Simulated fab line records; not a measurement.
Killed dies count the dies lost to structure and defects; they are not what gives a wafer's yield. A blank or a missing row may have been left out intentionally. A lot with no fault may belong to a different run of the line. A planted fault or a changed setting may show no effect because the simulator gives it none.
fab line records	flow nand-harc
record: lots: 5	wafers: 15	last-day: 32
route steps=1302 shown A_M0@1139 END@1302
lots with no fault: from the same line, run without faults
start-h: hours from the record's opening day to when the first of the lot's shown wafers began	wait-h: hours from the lot's prior step to this one	" the same as in the row above	L1.1+2: several wafers, shown together as one row	- no value, or no start given	* or withheld: withheld	< > ~ a bound
route shown NAME@n: a module of which the file shows steps, and the number in the route of the first	usual: average and standard deviation across the fault-free wafers	same: alike in all rows	chamber/n: place in a boat	sites: per-site readings	_std_site: the values' standard deviation	_edge_site: outer sites' mean less inner sites'	radius-mm: for every site, how far away it sits from the centre of the wafer	mask NAME#n: copy n	behind: tool/chamber where the wafer was last shaped	hold: why the lot was held/for how many hours/how that ended	device: transistor that didn't switch, given as n, p or np	end of line: the tests these same wafers got at the end of their route	step lacking rows: just its recipe	killed: dies lost to structure and defects at the first sort, not the wafer's yield	map: a wafer's dies, x killed, . not, _ none there
set.NAME: the setting as run; set.NAME@STEP: as run at that earlier step	model.NAME: the simulator's own value behind a step, which no gauge read
a table for each step, a row for each wafer; lots at some steps of the route
services: a tool's chamber out of use, with start hour (start-h, from the record's first day; less than 0 if before it), hours out, and reason
== steps ==
step: NHARC_A_M0_HMDS_02
recipe: time-s: 30
step: NHARC_A_M0_COAT_33
recipe: temp-c: 200	time-s: 65
step: NHARC_A_M0_COAT_03
recipe: spin-rpm: 1500	resist-thk-nm: 90
step: NHARC_A_M0_SOFTBAKE_04
recipe: temp-c: 105	time-s: 55
step: NHARC_A_M0_EBR_05
step: NHARC_A_M0_EXPOSE_06
recipe: na: 1.35	target-cd-nm: 80	dose-mj: 83.25	mask-id: A_M0
step: NHARC_A_M0_PEB_07
recipe: peb-temp-c: 100	peb-time-s: 65
step: NHARC_A_M0_DEVELOP_08
recipe: develop-time-s: 35	dev-temp-c: 23
step: NHARC_A_M0_CD_MEAS_09
recipe: target-cd-nm: 80	landing-energy-ev: 500
usual: cd-nm: 80.2/0.58
lot.wafer	tool	chamber	start-h	wait-h	cd-nm
L626.1	cd-sem-01	0	539.14	-	79.5
L626.2	"	0	"	"	80.3
L626.5	"	0	"	"	79.6
L630.1	cd-sem-01	0	557.78	-	79.6
L630.4	"	0	"	"	79.7
L630.6	"	0	"	"	79.9
L643.1	cd-sem-02	0	711.74	-	78.9
L643.2	"	0	"	"	79.3
L643.4	"	0	"	"	79.2
L647.1	cd-sem-02	0	726.43	-	80.0
L647.3	"	0	"	"	80.9
L647.6	"	0	"	"	81.3
L645.4	cd-sem-02	0	729.11	-	79.9
L645.5	"	0	"	"	80.2
L645.6	"	0	"	"	80.8
step: NHARC_A_M0_OVL_MEAS_10
recipe: pitch-nm: 160
usual: overlay-x-nm: 0.1/0.78	overlay-y-nm: 0.3/0.92
lot.wafer	tool	chamber	start-h	wait-h	overlay-x-nm	overlay-y-nm
L626.1	overlay-02	-	539.23	-	0.0	-2.3
L626.2	"	-	"	"	0.2	-1.8
L626.5	"	-	"	"	-0.1	-1.1
L630.1	overlay-02	-	557.87	-	-0.4	-0.1
L630.4	"	-	"	"	-0.6	-0.8
L630.6	"	-	"	"	-0.5	-1.3
L643.1	overlay-01	-	711.83	-	-0.7	1.9
L643.2	"	-	"	"	-0.3	1.5
L643.4	"	-	"	"	-0.3	1.1
L647.1	overlay-01	-	726.52	-	1.3	0.2
L647.3	"	-	"	"	1.0	-0.3
L647.6	"	-	"	"	1.3	-0.2
L645.4	overlay-01	-	729.19	-	-0.1	1.7
L645.5	"	-	"	"	0.5	1.8
L645.6	"	-	"	"	-0.3	1.0
step: NHARC_A_M0_INSPECT_11
usual: raw-defect-count: 77/36
lot.wafer	tool	chamber	start-h	wait-h	raw-defect-count
L626.1	defect-inspect-02	-	539.27	0.0	126
L626.2	"	-	"	"	116
L626.5	"	-	"	"	118
L630.1	defect-inspect-01	-	557.90	0.0	103
L630.4	"	-	"	"	131
L630.6	"	-	"	"	109
L643.1	defect-inspect-02	-	711.86	0.0	89
L643.2	"	-	"	"	70
L643.4	"	-	"	"	87
L647.1	defect-inspect-02	-	726.56	0.0	29
L647.3	"	-	"	"	26
L647.6	"	-	"	"	28
L645.4	defect-inspect-01	-	729.23	0.0	113
L645.5	"	-	"	"	122
L645.6	"	-	"	"	98
step: NHARC_A_M0_DESCUM_14
recipe: time-s: 3	o2-flow-sccm: 200	ar-flow-sccm: 0	bias-power-w: 0	chemistry: O2
usual: drypump-motor-current-A: 5.7/0.39	o2-flow-sccm: 200.0/0.61	oes-product-au: 1.000/0.008	rf-vpp-V: 58.0/0.87	showerhead-plenum-p-Torr: 1.96/0.053	throttle-valve-pct: 11.312/0.009
lot.wafer	tool	chamber	start-h	wait-h	drypump-motor-current-A	o2-flow-sccm	oes-product-au	rf-hours-counter-h	rf-vpp-V	showerhead-plenum-p-Torr	throttle-valve-pct
L626.1	rie-diel-08	2	539.34	0.1	5.5	200.3	0.998	7.4	58.6	1.97	11.307
L626.2	"	0	"	"	5.9	199.1	0.994	7.7	57.6	1.93	11.302
L626.5	"	1	"	"	5.7	199.6	1.002	-	58.0	2.00	11.308
L630.1	rie-diel-13	1	557.97	0.1	4.8	200.2	0.990	0.7	57.0	1.83	11.327
L630.4	"	2	"	"	6.2	200.5	1.004	0.2	59.3	1.82	11.304
L630.6	"	1	"	"	4.9	200.1	0.998	-	56.8	1.83	11.315
L643.4	rie-diel-08	0	711.93	0.1	5.9	200.9	0.992	7.1	57.6	1.93	11.296
L643.2	"	1	"	"	5.7	200.9	0.993	7.3	56.5	2.00	11.305
L643.1	"	2	"	"	5.5	199.5	1.011	7.4	58.8	1.97	11.326
L647.3	rie-diel-09	1	726.62	0.1	6.2	200.5	0.993	0.7	57.2	1.94	11.300
L647.1	"	2	"	"	5.2	200.6	0.997	2.0	58.2	1.91	11.326
L647.6	"	1	"	"	6.3	200.3	0.996	-	58.7	1.94	11.307
L645.4	rie-diel-09	1	729.29	0.1	6.2	199.6	1.000	1.0	57.9	1.94	11.321
L645.5	"	0	"	"	5.0	201.5	1.010	-	58.6	1.96	11.307
L645.6	"	1	"	"	6.2	199.1	1.000	-	59.7	1.94	11.299
step: NHARC_A_M0_ETCH_34
recipe: target-depth-a: 400	overetch-a: 120	time-s: 43.94	ion-energy-ev: 200	n2-flow-sccm: 150	h2-flow-sccm: 150	ar-flow-sccm: 0	rf-w: 400	bias-w: 150	chemistry: N2/H2
usual: drypump-motor-current-A: 5.7/0.4	oes-product-au: 0.999/0.008	rf-vpp-V: 431.9/1.7	run-length-s: 65.2/0.34	showerhead-plenum-p-Torr: 2.09/0.06	throttle-valve-pct: 14.170/0.0084
lot.wafer	tool	chamber	start-h	wait-h	drypump-motor-current-A	oes-product-au	rf-hours-counter-h	rf-vpp-V	run-length-s	showerhead-plenum-p-Torr	throttle-valve-pct
L626.2	rie-diel-08	1	539.42	0.1	5.7	0.989	7.5	433.1	65.7	2.13	14.170
L626.1	"	2	"	"	5.5	0.999	7.4	432.0	65.4	2.10	14.169
L626.5	"	0	"	"	5.9	0.992	-	431.0	65.5	2.06	14.165
L630.4	rie-diel-13	3	558.06	0.1	6.3	1.006	0.6	431.0	64.7	2.05	14.167
L630.1	"	0	"	"	5.8	1.001	0.5	428.5	65.2	1.97	14.185
L630.6	"	2	"	"	6.2	1.002	-	428.0	64.8	1.94	14.162
L643.4	rie-diel-08	0	712.01	0.1	5.9	0.991	7.1	430.7	65.4	2.06	14.166
L643.2	"	1	"	"	5.7	0.991	7.3	432.9	53.0	2.13	14.171
L643.1	"	3	"	"	6.2	0.983	7.1	434.7	65.4	2.17	14.172
L647.3	rie-diel-09	0	726.71	0.1	5.0	1.009	2.0	433.2	65.3	2.09	14.175
L647.1	"	1	"	"	6.2	0.994	0.7	431.1	65.3	2.07	14.171
L647.6	"	3	"	"	5.9	1.010	-	430.5	64.6	2.02	14.165
L645.4	rie-diel-09	2	729.38	0.1	5.2	1.006	2.5	430.5	65.9	2.04	14.163
L645.5	"	0	"	"	5.0	1.004	-	433.5	64.8	2.09	14.157
L645.6	"	1	"	"	6.2	0.998	-	432.6	65.6	2.07	14.160
step: NHARC_A_M0_ETCH_15
recipe: target-depth-a: 1500	overetch-a: 150	time-s: 82.5	c4f8-flow-sccm: withheld	ar-flow-sccm: 400	rf-w: 600	bias-w: 300	chemistry: C4F8/Ar
usual: oes-product-au: 0.953/0.023	rf-vpp-V: 442.0/1.9	run-length-s: 103.8/0.35
lot.wafer	tool	chamber	start-h	wait-h	oes-product-au	rf-hours-counter-h	rf-vpp-V	run-length-s
L626.2	rie-diel-08	0	-	-	0.922	7.8	442.1	104.2
L626.1	"	2	"	"	0.913	7.4	443.8	103.6
L626.5	"	0	"	"	0.922	-	441.3	103.9
L630.4	rie-diel-13	1	-	-	0.940	0.7	437.9	103.8
L630.1	"	3	"	"	0.956	0.6	441.5	103.5
L630.6	"	1	"	"	0.935	-	437.1	103.6
L643.4	rie-diel-08	3	-	-	0.945	7.2	445.7	103.8
L643.1	"	1	"	"	0.965	7.4	442.5	104.3
L643.2	"	2	"	"	0.978	7.4	441.3	103.5
L647.1	rie-diel-09	2	-	-	0.977	2.0	440.1	104.1
L647.3	"	0	"	"	0.951	2.1	442.8	103.8
L647.6	"	3	"	"	0.983	-	440.4	103.1
L645.4	rie-diel-09	0	-	-	0.966	2.4	442.8	103.7
L645.6	"	1	"	"	0.965	-	442.1	103.7
L645.5	"	2	"	"	0.968	-	441.8	103.9
step: NHARC_END_SORT_01
recipe: temp-c: 25
usual: defect-limited-yield: 92.0/2.6	killed-at-array: 50/17	killed-at-other: 0.7/1	killed-at-periphery: 3.4/2.4	killed-dies: 54/17	killed-open: 3.3/1.7	killed-short: 2.5/1.6	sort_bin_2_pct: 2.8/1.1	sort_bin_3_pct: 0.5/0.33	sort_bin_4_pct: 4.6/1.5	sort-n-pass: 623/17	sort-rim-yield-pct: 92/3.8	sort-yield-pct: 92.0/2.6
same: gross-dies: 677	sort_bin_5_pct[%]: 0	sort_bin_6_pct[%]: 0	sort_bin_7_pct[%]: 0	sort_bin_8_pct[%]: 0	sort-rim-n-gross: 106.00
lot.wafer	tool	chamber	start-h	wait-h	defect-limited-yield[%]	killed-at-array	killed-at-other	killed-at-periphery	killed-dies	killed-open	killed-short	sort_bin_2_pct[%]	sort_bin_3_pct[%]	sort_bin_4_pct[%]	sort-n-pass	sort-rim-yield-pct[%]	sort-yield-pct[%]
L630.1	prober-02	0	598.64	2.5	90.7	58	0	5	63	2	3	3.7	0.9	4.7	614	86	90.7
L630.4	prober-02	0	601.09	3.4	89.4	67	1	4	72	4	0	3.1	1.0	6.5	605	86	89.4
L630.6	prober-02	0	602.71	4.1	91.4	49	0	9	58	4	6	2.5	1.0	5.0	619	90	91.4
L643.1	prober-01	0	763.28	2.5	89.7	68	0	2	70	4	2	3.7	0.4	6.2	607	92	89.7
L643.2	prober-01	0	764.09	2.8	92.6	47	0	3	50	2	2	2.8	0.3	4.3	627	94	92.6
L643.4	prober-01	0	765.70	3.4	92.8	48	0	1	49	1	1	3.1	0.4	3.7	628	95	92.8
L645.4	prober-02	0	773.57	3.4	89.2	69	1	3	73	4	4	4.0	1.0	5.8	604	85	89.2
L645.5	prober-02	0	774.37	3.7	88.6	75	1	1	77	6	2	4.6	0.7	6.1	600	89	88.6
L645.6	prober-02	0	775.17	4.0	90.7	62	0	1	63	2	0	3.8	0.4	5.0	614	92	90.7
killed by level:class
L630.1 A_SLIT:chamber-film-flake=19 A_CHANNEL_HOLE_D2:chamber-film-flake=17 A_CONTACT:chamber-film-flake=10 A_STAIRCASE:chamber-film-flake=3 A_CHANNEL_HOLE_D1:chamber-film-flake=2 A_DECK1_JOINT:chamber-film-flake=2 P_M0:geometric-particle:open=1 P_M0:geometric-particle:short=1
L630.4 A_SLIT:chamber-film-flake=24 A_CHANNEL_HOLE_D2:chamber-film-flake=18 A_CONTACT:chamber-film-flake=11 A_STAIRCASE:chamber-film-flake=6 P_CONTACT:geometric-particle:open=2 A_CHANNEL_HOLE_D1:chamber-film-flake=2 A_WL_FILL:chamber-film-flake=2 P_GATE:geometric-particle:open=1
L630.6 A_SLIT:chamber-film-flake=14 A_CHANNEL_HOLE_D2:chamber-film-flake=13 A_CONTACT:chamber-film-flake=10 A_CHANNEL_HOLE_D1:chamber-film-flake=3 P_CONTACT:geometric-particle:short=2 P_CONTACT:geometric-particle:open=2 A_BLC:geometric-particle:open=2 P_ZERO_WELL:chamber-film-flake=2
L643.1 A_SLIT:chamber-film-flake=36 A_CHANNEL_HOLE_D1:chamber-film-flake=15 A_CONTACT:chamber-film-flake=4 A_DECK1_JOINT:geometric-particle:open=2 A_CHANNEL_FILL_D2:chamber-film-flake=2 P_STI:geometric-particle:short=1 A_ONON_D1:geometric-particle:open=1 A_ONON_D2:geometric-particle:short=1
L643.2 A_SLIT:chamber-film-flake=23 A_CONTACT:chamber-film-flake=11 A_CHANNEL_HOLE_D1:chamber-film-flake=8 A_ZERO_WELL:chamber-film-flake=2 P_CONTACT:geometric-particle:open=1 P_M1:geometric-particle:short=1 A_CHANNEL_FILL_D1:geometric-particle:open=1 A_DECK1_JOINT:geometric-particle:short=1
L643.4 A_SLIT:chamber-film-flake=27 A_CONTACT:chamber-film-flake=9 A_ZERO_WELL:chamber-film-flake=4 A_CHANNEL_HOLE_D1:chamber-film-flake=3 A_STAIRCASE:chamber-film-flake=2 A_ONON_D2:geometric-particle:short=1 A_CHANNEL_HOLE_D2:geometric-particle:open=1 P_STI:chamber-film-flake=1
L645.4 A_SLIT:chamber-film-flake=22 A_CHANNEL_HOLE_D2:chamber-film-flake=18 A_CHANNEL_HOLE_D1:chamber-film-flake=13 A_CONTACT:chamber-film-flake=6 A_CHANNEL_FILL_D1:chamber-film-flake=2 P_M0:geometric-particle:open=1 P_M0:geometric-particle:short=1 A_CHANNEL_HOLE_D1:geometric-particle:short=1
L645.5 A_SLIT:chamber-film-flake=31 A_CHANNEL_HOLE_D2:chamber-film-flake=15 A_CONTACT:chamber-film-flake=9 A_CHANNEL_HOLE_D1:chamber-film-flake=8 A_STAIRCASE:chamber-film-flake=4 A_SOURCE_PLATE:geometric-particle:open=2 A_ONON_D2:geometric-particle:short=2 P_M2:geometric-particle:open=1
L645.6 A_SLIT:chamber-film-flake=29 A_CHANNEL_HOLE_D2:chamber-film-flake=20 A_CHANNEL_HOLE_D1:chamber-film-flake=9 A_CONTACT:chamber-film-flake=2 A_SOURCE_PLATE:geometric-particle:open=1 A_CHANNEL_FILL_D1:geometric-particle:open=1 P_GATE:chamber-film-flake=1
== services ==
tool	chamber	start-h	hours	kind
rie-diel-13	-	519.00	9.0	pm
rie-diel-08	0	523.80	-	clean
rie-diel-08	1	523.80	-	clean
rie-diel-08	2	523.80	-	clean
rie-diel-08	3	523.80	-	clean
rie-diel-09	0	530.60	-	clean
rie-diel-09	1	530.60	-	clean
rie-diel-09	2	530.60	-	clean
rie-diel-09	3	530.60	-	clean
rie-diel-08	2	534.86	2.9	repair
rie-diel-13	2	540.76	7.0	repair
rie-diel-08	-	544.80	9.0	pm
rie-diel-13	0	545.05	4.4	repair
rie-diel-13	3	574.48	9.8	repair
rie-diel-09	2	591.43	3.7	repair
rie-diel-08	-	620.62	0.9	repair
rie-diel-09	0	633.53	5.8	repair
rie-diel-13	-	657.51	1.0	repair
rie-diel-09	0	658.38	7.1	repair
rie-diel-09	-	674.10	9.0	pm
rie-diel-13	-	696.00	9.0	pm
rie-diel-09	1	698.08	14.0	repair
rie-diel-08	-	721.80	9.0	pm
rie-diel-13	3	726.41	3.6	repair
== key ==
first-sign: step: NHARC_A_M0_ETCH_34	reading: run-length-s	direction: down	sigmas: 37	usual: *	struck: *
effect none on later readings
met-at NHARC_A_M0_ETCH_34
struck-wafers L643.2
onset-between 539.42 712.01
fault: kind: process-parameter-drift	tool: rie-diel-08	chamber: 1	onset-h: 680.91	steps: NHARC_A_M0_ETCH_34	channel: time-s	offset: *	shape: step	end-h: 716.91	acts-in: *	stated: *
